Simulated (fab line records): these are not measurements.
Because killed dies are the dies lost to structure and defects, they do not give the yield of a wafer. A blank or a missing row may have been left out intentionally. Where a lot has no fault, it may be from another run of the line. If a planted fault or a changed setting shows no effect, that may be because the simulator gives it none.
Chamber matching | flow nand_harc | NHARC_A_DECK1_JOINT_CMP_13 on cmp-01: 4 sister chambers
The step polishes, target thk 51.023 nm. 4 wafers are shown with their chamber, then 7 later ones without.

== EACH WAFER AND ITS CHAMBER ==
wafer  | chamber | motor_current_A (A)
L966.5 | 2       | 13.1
L979.6 | 0       | 14.4
L981.2 | 3       | 11.4
L981.5 | 1       | 12.4

== WAFERS MISSING THEIR CHAMBER ==
wafer  | motor_current_A (A)
L981.6 | 14.0
L984.3 | 15.4
L984.5 | 14.9
L984.6 | 11.5
L986.2 | 11.4
L986.5 | 12.6
L986.6 | 14.0

== THE CHAMBER EACH PASSED THROUGH ==
wafer  | from the rows above     | in truth
L981.6 | can't be placed: 0 or 2 | 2
L984.3 | 0                       | 0
L984.5 | 0                       | 0
L984.6 | can't be placed: 3 or 1 | 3
L986.2 | 3                       | 3
L986.5 | can't be placed: 1 or 2 | 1
L986.6 | can't be placed: 0 or 2 | 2
Correctly placed: 3 of 7. From these rows, 4 cannot be placed; in 4 the true chamber is one of the candidates. Number placed wrongly: 0.
How it was worked out, from the rows above alone: a wafer's distance from a chamber is the root of the sum, over the readings, of the square of ((its reading less the chamber's mean) divided by the reading's scatter). If the next closest chamber is less than 2 further off than the closest, the wafer can't be placed; otherwise it belongs to the closest. The mean given for a chamber averages the wafers shown for that chamber. The scatter: root of mean squared gap, hidden wafer to nearest shown wafer, with one shown wafer a chamber.
